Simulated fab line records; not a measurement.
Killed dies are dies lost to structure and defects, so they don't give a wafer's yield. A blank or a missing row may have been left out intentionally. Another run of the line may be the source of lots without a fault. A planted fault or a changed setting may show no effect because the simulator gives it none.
Chamber matching || flow nandHarc || NHARC_A_STAIRCASE_DEP_301 on pecvd-01 has 3 sister chambers
The step deposits SiON, target thk 30 nm. 20 wafers are shown with their chamber, then 10 later ones without.

## WAFERS, EACH WITH ITS CHAMBER
{"wafer": "L074.3", "chamber": 0, "heaterPowerW (W)": 746}
{"wafer": "L074.4", "chamber": 0, "heaterPowerW (W)": 743}
{"wafer": "L074.6", "chamber": 2, "heaterPowerW (W)": 825}
{"wafer": "L075.3", "chamber": 0, "heaterPowerW (W)": 808}
{"wafer": "L075.5", "chamber": 0, "heaterPowerW (W)": 804}
{"wafer": "L075.6", "chamber": 2, "heaterPowerW (W)": 814}
{"wafer": "L077.2", "chamber": 1, "heaterPowerW (W)": 686}
{"wafer": "L077.3", "chamber": 0, "heaterPowerW (W)": 649}
{"wafer": "L077.4", "chamber": 2, "heaterPowerW (W)": 773}
{"wafer": "L078.2", "chamber": 2, "heaterPowerW (W)": 802}
{"wafer": "L078.4", "chamber": 2, "heaterPowerW (W)": 785}
{"wafer": "L078.5", "chamber": 0, "heaterPowerW (W)": 728}
{"wafer": "L083.2", "chamber": 0, "heaterPowerW (W)": 712}
{"wafer": "L083.4", "chamber": 0, "heaterPowerW (W)": 723}
{"wafer": "L083.6", "chamber": 1, "heaterPowerW (W)": 622}
{"wafer": "L085.1", "chamber": 2, "heaterPowerW (W)": 883}
{"wafer": "L085.2", "chamber": 1, "heaterPowerW (W)": 627}
{"wafer": "L085.4", "chamber": 0, "heaterPowerW (W)": 713}
{"wafer": "L086.1", "chamber": 1, "heaterPowerW (W)": 666}
{"wafer": "L086.3", "chamber": 0, "heaterPowerW (W)": 700}

SIGNATURES (averages over the wafers above)
{"reading": "heaterPowerW", "chamber 0": 732.60, "chamber 1": 650.25, "chamber 2": 813.67, "scatter within a chamber": 42.3}
Rule: distance of a wafer from a chamber = root of the sum over the readings of ((wafer's reading minus chamber's mean) / reading's scatter) squared. The wafer belongs to the nearest chamber; if the next one is less than 2 further off, it can't be placed. The scatter: the root of (the sum of the squares of (reading less its chamber's mean) over the shown wafers, divided by (wafers less chambers)).

## WAFERS WITH NO CHAMBER GIVEN
{"wafer": "L086.5", "heaterPowerW (W)": 663}
{"wafer": "L094.1", "heaterPowerW (W)": 782}
{"wafer": "L094.2", "heaterPowerW (W)": 760}
{"wafer": "L094.3", "heaterPowerW (W)": 567}
{"wafer": "L095.2", "heaterPowerW (W)": 679}
{"wafer": "L095.4", "heaterPowerW (W)": 690}
{"wafer": "L095.6", "heaterPowerW (W)": 799}
{"wafer": "L097.2", "heaterPowerW (W)": 620}
{"wafer": "L097.3", "heaterPowerW (W)": 746}
{"wafer": "L097.6", "heaterPowerW (W)": 749}

## WHICH CHAMBER EACH WENT THROUGH
{"wafer": "L086.5", "from the rows above": "can't be placed: 1 or 0", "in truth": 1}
{"wafer": "L094.1", "from the rows above": "can't be placed: 2 or 0", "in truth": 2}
{"wafer": "L094.2", "from the rows above": "can't be placed: 0 or 2 or 1", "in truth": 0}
{"wafer": "L094.3", "from the rows above": "can't be placed: 1 or 0", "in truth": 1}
{"wafer": "L095.2", "from the rows above": "can't be placed: 1 or 0", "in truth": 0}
{"wafer": "L095.4", "from the rows above": "can't be placed: 1 or 0 or 2", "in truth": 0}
{"wafer": "L095.6", "from the rows above": "can't be placed: 2 or 0", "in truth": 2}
{"wafer": "L097.2", "from the rows above": "can't be placed: 1 or 0", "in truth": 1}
{"wafer": "L097.3", "from the rows above": "can't be placed: 0 or 2 or 1", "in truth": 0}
{"wafer": "L097.6", "from the rows above": "can't be placed: 0 or 2 or 1", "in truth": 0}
0 of 10 placed correctly. Cannot be placed on the basis of these rows: 10; the candidates contain the true chamber in 10. Placed wrongly: 0.
